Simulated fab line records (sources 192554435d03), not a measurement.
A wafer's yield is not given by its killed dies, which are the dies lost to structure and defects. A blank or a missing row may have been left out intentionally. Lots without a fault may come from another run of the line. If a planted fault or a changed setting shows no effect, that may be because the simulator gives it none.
fab line records | flow n5Finfet
record lots=4 | wafers=12 | lastDay=17
route steps=1938 shown BEOL_M10@1486
lots that met no fault: from a run of the same line without faults
startH: the number of hours between the record's first day and the start of the first shown wafer of the lot | waitH: time in hours since the lot's previous step | " same as the row above | L1.1+2: a single row standing in for several wafers | - no value, or no start given | * or withheld: withheld | < > ~ a bound
route shown NAME@n: names a module that has steps shown in the file, with the first one's number in the route | usual: the fault-free wafers' mean and standard deviation | same: alike in all rows | chamber/n: place in a boat | sites: readings site by site | _std_site: their standard deviation | _edge_site: outer sites' mean less inner sites' | radiusMm: for every site, how far away it sits from the centre of the wafer | mask NAME#n: copy n | behind: the most recent tool/chamber to have shaped the wafer | hold: why the lot was held/for how many hours/how that ended | device: the n, p or np transistor that did not switch | end of line: the same wafers' tests at the end of the route | a step given without rows: its recipe and nothing more | killed: dies lost to structure and defects at the first sort, not the wafer's yield | map: dies across one wafer; x = killed, . = not, _ = none there
set.NAME: the setting that was run; set.NAME@STEP: the one run at that earlier step | model.NAME: the simulator's own value behind a step, which no gauge read
lots seen at some steps along the route; tables by step, rows by wafer
services: the hour from which a tool's chamber was out of use, counted from the record's first day as startH (under 0 if before that day), plus the number of hours and why
## steps
# step N5_BEOL_M10_DESCUM_16
# recipe chemistry=O2 | timeS=7.9 | sourcePowerW=50 | biasPowerW=20 | pressureMtorr=20 | rfFrequencyHz=2.712e+07 | tempC=40 | resist=CAR-ArF | o2FlowSccm=225
# step N5_BEOL_M10_ETCH_61
# recipe chemistry=CF4 | target=SiARC | targetDepthA=390 | maskMaterial=CAR-ArF | timeS=65 | ionEnergyEv=80 | pressureMtorr=40 | sourceW=545 | biasW=36 | Ar_flow_sccm=100 | cf4FlowSccm=100 | ends=cleared
# step N5_BEOL_M10_ETCH_62
# recipe chemistry=N2/H2 | target=SOC | targetDepthA=1100 | overetchA=220 | maskMaterial=SiARC | tempC=40 | timeS=165 | ionEnergyEv=200 | pressureMtorr=30 | sourceW=840 | biasW=150 | n2FlowSccm=200 | h2FlowSccm=200
# step N5_BEOL_M10_STRIP_68
# recipe chemistry=N2/H2 | tempC=40 | n2FlowSccm=200 | h2FlowSccm=200 | rfFrequencyHz=6e+07
# step N5_BEOL_M10_STRIP_67
# recipe chemistry=CF4 | resist=SiARC | powerW=300 | biasPowerW=75 | pressureMtorr=50 | cf4FlowSccm=150 | rfFrequencyHz=6e+07
# step N5_BEOL_M10_HM_OPEN_17
# recipe chemistry=Cl2/BCl3 | targetDepthA=200 | overetchA=60 | target=TiN | maskMaterial=SOC | ionEnergyEv=150 | pressureMtorr=10 | icpW=1000 | biasW=126 | Cl2_flow_sccm=53.25 | bcl3FlowSccm=21.75 | Ar_flow_sccm=25
# step N5_BEOL_M10_STRIP_19
# recipe chemistry=O2 | powerW=400 | tempC=40 | pressureMtorr=30 | rfFrequencyHz=6e+07 | biasPowerW=0 | overashFraction=0.2 | o2FlowSccm=225
# step N5_BEOL_M10_COAT_63
# recipe resist=SOC | tempC=250 | timeS=60 | spinRpm=1500 | resistThkNm=100
# step N5_BEOL_M10_COAT_64
# recipe resist=SiARC | tempC=220 | timeS=60 | spinRpm=1500 | resistThkNm=30
# step N5_BEOL_M10_COAT_22
# recipe resist=CAR-ArF | spinRpm=1500 | resistThkNm=90
# usual spinSpeedRpm=1500.1/0.89
lot.wafer | tool          | chamber | startH | waitH | spinSpeedRpm | model.CAR-ArF_of_BEOL_M10_COAT_22.thkNm
L832.1    | lithoTrack-02 | 0       | 295.40 | -     | 1500.5       | 90
L832.3    | "             | 0       | "      | "     | 1499.7       | 89.8
L832.6    | "             | 0       | "      | "     | 1498.8       | 89.8
L833.1    | lithoTrack-02 | 0       | 302.06 | -     | 1564.4       | 88
L833.3    | "             | 0       | "      | "     | 1565.3       | 88
L833.5    | "             | 0       | "      | "     | 1564.3       | 88.4
L838.1    | lithoTrack-02 | 0       | 323.11 | -     | 1566.1       | 87.8
L838.2    | "             | 0       | "      | "     | 1565.0       | 87.6
L838.6    | "             | 0       | "      | "     | 1566.3       | 87.8
L844.1    | lithoTrack-03 | 0       | 355.60 | -     | 1500.1       | 89.8
L844.2    | "             | 0       | "      | "     | 1499.7       | 89.8
L844.6    | "             | 0       | "      | "     | 1500.4       | 89.8
# step N5_BEOL_M10_EBR_24
# recipe solvent=PGMEA | ebrWidthMm=1.5
# step N5_BEOL_M10_SOFTBAKE_23
# recipe tempC=110 | timeS=60 | resist=CAR-ArF
# step N5_BEOL_M10_EXPOSE_25
# recipe maskId=V9 | na=1.35 | sourceShape=annular | sigmaInner=0.5 | sigmaOuter=0.8 | polarization=unpolarized | doseMj=85.5
# step N5_BEOL_M10_PEB_26
# recipe pebTempC=withheld | pebTimeS=60 | resist=CAR-ArF
# step N5_BEOL_M10_DEVELOP_27
# recipe developTimeS=30 | developer=TMAH | resist=CAR-ArF | rinseLiquid=diw | dry=airSpin | devTempC=23
# step N5_BEOL_M10_DESCUM_33
# recipe chemistry=O2 | timeS=7.9 | sourcePowerW=50 | biasPowerW=20 | pressureMtorr=20 | rfFrequencyHz=2.712e+07 | tempC=40 | resist=CAR-ArF | o2FlowSccm=225
# step N5_BEOL_M10_ETCH_65
# recipe chemistry=CF4 | target=SiARC | targetDepthA=390 | maskMaterial=CAR-ArF | timeS=65 | ionEnergyEv=80 | pressureMtorr=40 | sourceW=545 | biasW=36 | Ar_flow_sccm=100 | cf4FlowSccm=100 | ends=cleared
# usual drypumpMotorCurrentA=5.7/0.47 | etchRfOnTimeS=64.9/1.1 | oesProductAu=0.68/0.069 | rfFwdPowerW=538.5/2.9 | rfVppV=184.4/1.2 | showerheadPlenumPTorr=2.16/0.077 | throttleValvePct=15.60/0.24
lot.wafer | tool       | chamber | startH | waitH | drypumpMotorCurrentA | etchRfOnTimeS | oesProductAu | rfFwdPowerW | rfHoursCounterH | rfVppV | showerheadPlenumPTorr | throttleValvePct | model.CAR-ArF_of_BEOL_M10_COAT_22.thkNm
L832.1    | rieDiel-06 | 3       | 295.94 | 0.0   | 5.7                  | 64.3          | 0.70         | 540.8       | 83              | 185.2  | 2.25                  | 15.50            | 55.6
L832.3    | "          | 2       | "      | "     | 5.1                  | 66.2          | 0.59         | 539.7       | 232             | 183.9  | 2.03                  | 16.04            | 55.4
L832.6    | "          | 2       | "      | "     | 5.1                  | 66.4          | 0.58         | 539.0       | -               | 182.4  | 2.03                  | 16.03            | 55.2
L833.1    | rieDiel-05 | 2       | 302.91 | 0.0   | 5.5                  | 65.0          | 0.71         | 538.1       | 55              | 186.3  | 2.26                  | 15.49            | 53.8
L833.3    | "          | 1       | "      | "     | 5.2                  | 64.6          | 0.67         | 541.6       | 118             | 182.2  | 2.16                  | 15.91            | 53.8
L833.5    | "          | 1       | "      | "     | 5.2                  | 64.9          | 0.67         | 542.1       | -               | 184.0  | 2.16                  | 15.90            | 54
L838.1    | rieDiel-02 | 2       | 323.60 | 0.0   | 5.9                  | 66.6          | 0.59         | 540.7       | 245             | 186.4  | 2.19                  | 15.66            | 53.4
L838.2    | "          | 0       | "      | "     | 6.4                  | 64.7          | 0.61         | 539.6       | 226             | 183.5  | 2.11                  | 15.53            | 53
L838.6    | "          | 3       | "      | "     | 5.8                  | 66.0          | 0.76         | 537.3       | -               | 183.1  | 2.09                  | 15.31            | 53.4
L844.1    | rieDiel-05 | 1       | 355.96 | 0.0   | 5.2                  | 66.0          | 0.65         | 540.7       | 140             | 184.8  | 2.15                  | 15.95            | 55.4
L844.2    | "          | 2       | "      | "     | 5.6                  | 66.4          | 0.68         | 534.6       | 78              | 186.1  | 2.25                  | 15.53            | 55.4
L844.6    | "          | 2       | "      | "     | 5.6                  | 66.2          | 0.68         | 535.5       | -               | 185.1  | 2.25                  | 15.54            | 55.4
# step N5_BEOL_M10_ETCH_66
# recipe chemistry=N2/H2 | target=SOC | targetDepthA=1200 | overetchA=240 | maskMaterial=SiARC | tempC=40 | timeS=180 | ionEnergyEv=200 | pressureMtorr=30 | sourceW=840 | biasW=150 | n2FlowSccm=200 | h2FlowSccm=200
## services
tool          | chamber | startH | hours | kind
rieDiel-05    | 0       | 304.59 | 5.7   | repair
rieDiel-06    | 3       | 310.47 | 18.0  | repair
lithoTrack-03 | -       | 328.49 | -     | consumableReplace:filter
rieDiel-05    | 3       | 328.62 | -     | clean
rieDiel-05    | 3       | 328.62 | -     | consumableReplace:focusRing
rieDiel-05    | 3       | 328.62 | 14.2  | scheduledDown
rieDiel-05    | 3       | 328.62 | 14.2  | ventCycle
rieDiel-02    | 2       | 339.53 | -     | clean
rieDiel-02    | 2       | 339.53 | -     | consumableReplace:focusRing
rieDiel-02    | 2       | 339.53 | 21.4  | scheduledDown
rieDiel-02    | 2       | 339.53 | 21.4  | ventCycle
rieDiel-06    | 2       | 342.28 | -     | clean
rieDiel-06    | 2       | 342.28 | -     | consumableReplace:focusRing
rieDiel-06    | 2       | 342.28 | -     | consumableReplace:showerhead
rieDiel-06    | 2       | 342.28 | 28.4  | scheduledDown
rieDiel-06    | 2       | 342.28 | 28.4  | ventCycle
## key
firstSign step=N5_BEOL_M10_COAT_22 | reading=spinSpeedRpm | direction=up | sigmas=73 | usual=* | struck=*
effect none on later readings
modelEffect step=N5_BEOL_M10_COAT_22 | value=CAR-ArF_of_BEOL_M10_COAT_22.thkNm | without=89.87 | struck=87.93
modelEffect step=N5_BEOL_M10_ETCH_65 | value=CAR-ArF_of_BEOL_M10_COAT_22.thkNm | without=55.43 | struck=53.57
metAt N5_BEOL_M10_COAT_22
struckWafers L833.1,L833.3,L833.5,L838.1,L838.2,L838.6
onsetBetween 295.40 302.06
fault kind=processParameterDrift | tool=lithoTrack-02 | chamber=- | onsetH=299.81 | steps=N5_BEOL_M10_COAT_22 | channel=spinRpm | offset=* | shape=step | endH=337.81 | actsIn=* | stated=*
